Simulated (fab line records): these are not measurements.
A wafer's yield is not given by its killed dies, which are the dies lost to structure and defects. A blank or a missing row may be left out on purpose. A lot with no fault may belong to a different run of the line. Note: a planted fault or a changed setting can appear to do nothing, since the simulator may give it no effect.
The same fault as seen by 2 desks ; flow n5Finfet ; every desk sees just its own numbers, and what lay behind them comes last

## FROM THE METROLOGY DESK
Lot by lot, what the gauges showed, no matter which tool ran the lot: averages of those sampled wafers that carry a number. Marked OUT: a lot whose mean sits more than 4 standard deviations from the usual mean, which makes it out of limits; the brackets give that distance. Only the readings that lie furthest out on some lot appear, 7 of the 27 it has.
Columns: A = trenchDepthNm at N5_BEOL_M11_OCD_MEAS_38, usual 147.8 nm; B = M11_THK at N5_BEOL_M11_THK_MEAS_53, usual 139.4 nm; C = M11_RS at N5_BEOL_M11_RS_MEAS_57, usual 0.1522 ohm/sq; D = COMB_M14 at N5_BEOL_M15_RC_MEAS_101, usual 4e-12 S/m; E = SERP_M11 at N5_BEOL_M15_RC_MEAS_101, usual 3.08 ohm/um; F = SERP_M11_max_site at N5_BEOL_M15_RC_MEAS_101, usual 3.17 ohm/um; G = SERP_M14 at N5_BEOL_M15_RC_MEAS_101, usual 0.163 ohm/um
lot;first seen here;A;B;C;D;E;F;G
L824;day 11 23:49;146.5;140.0;0.1529;5e-12;3.09;3.17;0.165
L825;day 12 23:22;146.4;139.3;0.1528;3e-12;3.09;3.15;0.156
L831;day 13 08:08;142.0;132.3;0.1604;4e-12;3.28;3.37;0.166
L843;day 17 13:55;148.0;139.0;0.1518;4e-12;3.10;3.20;0.164
L840;day 18 02:17;147.8;140.7;0.1514;4e-12;3.04;3.12;0.165
L844;day 18 06:16;146.7;138.0;0.1534;3e-12;3.13;3.25;0.163
This desk found nothing out of limits on any of the 6 lots.

## THE TOOL OWNER'S DESK: rieDiel-02
The tool's own readings at N5_BEOL_M11_TRENCH_ETCH_37 (etches SiCOH lowk in C4F6/O2, target depth 148.83 nm, time 48 s): means of the sampled wafers that have a number, for each lot that ran on this tool. Marked OUT: a lot whose mean sits more than 4 standard deviations from the usual mean, which makes it out of limits; the brackets give that distance.
Columns: A = drypumpMotorCurrentA at N5_BEOL_M11_TRENCH_ETCH_37, usual 5.5 A; B = oesProductAu at N5_BEOL_M11_TRENCH_ETCH_37, usual 0.79 a.u.; C = rfVppV at N5_BEOL_M11_TRENCH_ETCH_37, usual 668 V; D = showerheadPlenumPTorr at N5_BEOL_M11_TRENCH_ETCH_37, usual 2.91 Torr; E = throttleValvePct at N5_BEOL_M11_TRENCH_ETCH_37, usual 20.90 %
lot;first seen here;A;B;C;D;E
L824;day 11 23:38;5.0;0.69;669;2.93;20.97
L825;day 12 23:11;4.9;0.73;666;2.95;21.09
L831;day 13 07:57;5.2;0.73;663;2.97;20.75
L843;day 17 13:44;5.0;0.82;666;2.94;21.00
L840;day 18 02:06;5.1;0.74;665;2.96;21.02
This desk found nothing out of limits on any of the 5 lots.

## TAKEN TOGETHER
The metrology desk saw nothing out of limits.
Nothing out of limits was seen by the tool owner's desk.

## WHAT WAS PUT IN BY THE SIMULATOR
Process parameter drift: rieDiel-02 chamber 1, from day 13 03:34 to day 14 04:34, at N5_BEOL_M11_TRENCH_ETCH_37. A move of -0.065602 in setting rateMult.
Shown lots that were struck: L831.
